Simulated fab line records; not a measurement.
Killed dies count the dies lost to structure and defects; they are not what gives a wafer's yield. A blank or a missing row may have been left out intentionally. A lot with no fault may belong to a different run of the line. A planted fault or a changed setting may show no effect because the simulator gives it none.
What tool caused it? | flow n5_finfet | 28 wafers from 10 lots sampled at 5 of the route's 1938 steps

## WHAT THE GAUGES READ, wafer by wafer
N5_BEOL_M1_OCD_MEAS_38.
lot  | measured     | on     | trench_depth_nm (nm)
L550 | day 6 13:58  | ocd-01 | 54.6 55.6 55.8
L551 | day 7 00:19  | ocd-01 | 54.5 54.7 54.0
L552 | day 7 00:26  | ocd-02 | 55.1 56.1 55.3
L553 | day 7 03:16  | ocd-02 | 55.6 54.9 55.1
L558 | day 8 10:35  | ocd-01 | 54.5 56.6
L560 | day 9 00:52  | ocd-01 | 53.8 54.9
L566 | day 10 18:11 | ocd-01 | 55.8 56.3 54.7
L567 | day 10 19:57 | ocd-02 | 55.2 55.9 55.0
L570 | day 11 14:55 | ocd-02 | 55.7 55.2 54.5
L571 | day 11 22:47 | ocd-02 | 55.0 54.9 54.3

N5_BEOL_M4_RC_MEAS_101.
lot  | measured     | on        | DIBL_N (mV/V)  | DIBL_P (mV/V)  | IOFF_N (nA/um)    | IOFF_P (nA/um)    | ION_N (uA/um) | ION_P (uA/um) | SS_N (mV/dec)  | SS_P (mV/dec)  | VT_N (mV)         | VT_P (mV)
L550 | day 8 09:56  | prober-01 | 37.4 38.5 36.1 | 35.4 37.0 33.7 | 0.145 0.171 0.129 | 0.213 0.250 0.190 | 671 678 659   | 465 470 459   | 70.9 71.7 71.3 | 73.9 74.0 73.2 | 251.9 249.3 254.3 | -249.3 -245.5 -250.1
L551 | day 8 12:26  | prober-02 | 35.8 36.0 35.8 | 37.5 37.2 36.9 | 0.165 0.168 0.166 | 0.224 0.219 0.208 | 677 682 687   | 471 467 467   | 71.8 71.8 70.9 | 73.8 73.6 73.2 | 249.6 247.4 248.3 | -249.5 -249.8 -250.5
L552 | day 8 15:07  | prober-01 | 36.4 34.1 35.7 | 36.9 34.1 35.4 | 0.153 0.111 0.134 | 0.173 0.145 0.160 | 671 657 656   | 455 440 447   | 71.8 70.8 71.7 | 73.3 72.7 73.6 | 248.6 256.2 252.8 | -253.4 -257.7 -254.4
L553 | day 8 21:29  | prober-01 | 35.8 35.2 34.1 | 35.7 34.7 34.3 | 0.163 0.154 0.136 | 0.214 0.195 0.186 | 678 676 664   | 462 460 460   | 70.9 71.1 70.7 | 73.4 73.3 72.3 | 250.3 250.3 253.4 | -252.0 -250.5 -251.6
L558 | day 10 00:53 | prober-01 | 38.7 38.6      | 36.1 36.6      | 0.184 0.187       | 0.239 0.254       | 681 675       | 470 465       | 72.0 71.8      | 73.4 73.6      | 246.6 245.5       | -247.6 -248.3
L560 | day 10 18:33 | prober-01 | 35.4 36.5      | 35.3 37.1      | 0.159 0.188       | 0.232 0.260       | 683 695       | 478 477       | 72.0 72.6      | 73.2 73.9      | 249.1 244.5       | -247.9 -246.2
L566 | day 12 08:25 | prober-01 | 37.9 36.9 38.5 | 38.7 37.5 39.4 | 0.222 0.207 0.247 | 0.244 0.225 0.256 | 696 697 703   | 468 468 469   | 72.3 71.7 71.3 | 73.6 74.4 74.2 | 246.7 245.8 242.5 | -248.5 -249.9 -246.1
L567 | day 12 12:46 | prober-02 | 36.6 37.7 36.6 | 36.1 37.9 36.4 | 0.169 0.189 0.160 | 0.222 0.250 0.222 | 680 681 669   | 464 469 469   | 72.2 71.9 72.1 | 74.0 73.8 74.0 | 246.4 244.4 248.8 | -247.6 -248.1 -249.1
L570 | day 13 03:38 | prober-02 | 35.1 34.7 35.5 | 34.9 34.4 35.5 | 0.159 0.146 0.157 | 0.175 0.169 0.187 | 681 674 667   | 458 457 455   | 71.7 71.1 71.8 | 73.1 73.1 72.9 | 250.2 249.3 249.2 | -254.8 -252.5 -254.0
L571 | day 13 16:01 | prober-02 | 35.5 36.0 36.3 | 35.8 36.8 36.5 | 0.140 0.158 0.155 | 0.200 0.221 0.216 | 660 670 665   | 457 465 464   | 71.3 72.0 71.7 | 72.4 73.2 72.3 | 250.5 249.4 251.5 | -249.5 -250.0 -250.7

## EACH LOT AND THE TOOL THAT RAN IT (in order: tool; ch and the chambers of the sampled wafers; start)
lot  | N5_BEOL_M1_ETCH_70                | N5_BEOL_M1_ALD_84                   | N5_BEOL_M1_SPUTTER_48
L550 | rie_diel-05 ch 0,2,3, day 6 13:37 | ald_metal-01 ch 0,1,2, day 6 14:17  | pvd_sputter-03, day 6 16:08
L551 | rie_diel-03 ch 0,3, day 6 23:58   | ald_metal-01 ch 0,1,3, day 7 00:54  | pvd_sputter-02, day 7 01:26
L552 | rie_diel-05 ch 0,1,3, day 7 00:04 | ald_metal-03 ch 1,3, day 7 00:57    | pvd_sputter-03, day 7 01:33
L553 | rie_diel-06 ch 0,3, day 7 02:54   | ald_metal-01 ch 0,1,2, day 7 03:47  | pvd_sputter-03, day 7 04:19
L558 | rie_diel-06 ch 0,1, day 8 10:14   | ald_metal-01 ch 0,1, day 8 11:12    | pvd_sputter-03, day 8 11:54
L560 | rie_diel-03 ch 0,1, day 9 00:31   | ald_metal-01 ch 1,3, day 9 01:44    | pvd_sputter-02, day 9 02:28
L566 | rie_diel-05 ch 1,3, day 10 17:50  | ald_metal-03 ch 1,3, day 10 19:08   | pvd_sputter-02, day 10 19:41
L567 | rie_diel-06 ch 0,1, day 10 19:35  | ald_metal-04 ch 0,1,3, day 10 20:34 | pvd_sputter-03, day 10 21:11
L570 | rie_diel-03 ch 0,2, day 11 14:33  | ald_metal-04 ch 0,1,2, day 11 15:25 | pvd_sputter-01, day 11 16:05
L571 | rie_diel-06 ch 0,2, day 11 22:25  | ald_metal-04 ch 2,3, day 11 23:13   | pvd_sputter-02, day 12 00:25
- N5_BEOL_M1_ETCH_70: etches SOC in N2/H2, target depth 80 nm, overetch 16 nm, time 120 s.
- N5_BEOL_M1_ALD_84: deposits TaN, pulse time 2 s, purge time 3 s, co reactant purge time 2 s.
- N5_BEOL_M1_SPUTTER_48: material Cu, target thk 4.5 nm, time 8.29 s.

## AS READ BY THE TOOLS THEMSELVES (means over the sampled wafers that have a number; for cases with no such wafer, the mark the record gives instead)
N5_BEOL_M1_ETCH_70.
lot  | tool        | drypump_motor_current_A (A) | n2_flow_sccm (sccm) | oes_product_au (a.u.) | rf_fwd_power_W (W) | rf_vpp_V (V) | showerhead_plenum_p_Torr (Torr) | throttle_valve_pct (%)
L550 | rie_diel-05 | 5.6                         | 199.9               | 0.57                  | 833.8              | 525.8        | 2.57                            | 17.79
L551 | rie_diel-03 | 5.3                         | 200.4               | 0.58                  | 832.8              | 526.5        | 2.62                            | 17.78
L552 | rie_diel-05 | 5.4                         | 199.5               | 0.57                  | 836.9              | 523.6        | 2.53                            | 17.79
L553 | rie_diel-06 | 5.9                         | 200.3               | 0.63                  | 834.7              | 522.2        | 2.48                            | 17.78
L558 | rie_diel-06 | 5.5                         | 199.7               | 0.62                  | 837.6              | 523.5        | 2.51                            | 17.93
L560 | rie_diel-03 | 5.2                         | 199.5               | 0.55                  | 835.2              | 525.6        | 2.63                            | 17.87
L566 | rie_diel-05 | 5.5                         | 200.2               | 0.65                  | 837.2              | 527.5        | 2.69                            | 17.78
L567 | rie_diel-06 | 5.5                         | 200.5               | 0.60                  | 832.9              | 523.7        | 2.47                            | 17.97
L570 | rie_diel-03 | 5.1                         | 200.0               | 0.59                  | 834.9              | 524.7        | 2.58                            | 17.69
L571 | rie_diel-06 | 5.6                         | 199.8               | 0.55                  | 836.3              | 520.7        | 2.43                            | 18.21

N5_BEOL_M1_ALD_84.
lot  | tool         | heater_power_w (W)
L550 | ald_metal-01 | 392
L551 | ald_metal-01 | 359
L552 | ald_metal-03 | 367
L553 | ald_metal-01 | 390
L558 | ald_metal-01 | 375
L560 | ald_metal-01 | 349
L566 | ald_metal-03 | 370
L567 | ald_metal-04 | 473
L570 | ald_metal-04 | 441
L571 | ald_metal-04 | 417

N5_BEOL_M1_SPUTTER_48.
lot  | tool           | chuck_gas_flow_sccm (sccm) | throttle_valve_pct (%)
L550 | pvd_sputter-03 | 1.28                       | 29.6
L551 | pvd_sputter-02 | 1.24                       | 29.8
L552 | pvd_sputter-03 | 1.29                       | 29.2
L553 | pvd_sputter-03 | 1.31                       | 29.5
L558 | pvd_sputter-03 | 1.29                       | 29.4
L560 | pvd_sputter-02 | 1.28                       | 29.3
L566 | pvd_sputter-02 | 1.26                       | 29.6
L567 | pvd_sputter-03 | 1.29                       | 29.1
L570 | pvd_sputter-01 | 1.25                       | 28.7
L571 | pvd_sputter-02 | 1.27                       | 29.3

## THE ANSWER, worked out from the rows above alone
Rule: what is usual is taken from the lots themselves. The widest of any qualifying gaps counts: lots, ordered by their means at a reading, are off when they make up no more than a third of the lots, leave a main group of 4 or more, and stand apart from it by 3 or more times the standard deviation of that group's means. Not used: any main group whose means are identical at the precision the tables above print for the reading. A lot without any number at a reading at which 4 lots or more have one is off too. All remaining lots with rows at the step are treated as sound. First the gauges in route order, then the tools' own readings, where a lot's mean is used as printed above. At the first step where some lot is off, the reading lying furthest off is the one used; lots without a number count as furthest.
No lot is off on any of the readings shown, so nothing can be concluded from this.

## WHAT WAS PUT IN BY THE SIMULATOR
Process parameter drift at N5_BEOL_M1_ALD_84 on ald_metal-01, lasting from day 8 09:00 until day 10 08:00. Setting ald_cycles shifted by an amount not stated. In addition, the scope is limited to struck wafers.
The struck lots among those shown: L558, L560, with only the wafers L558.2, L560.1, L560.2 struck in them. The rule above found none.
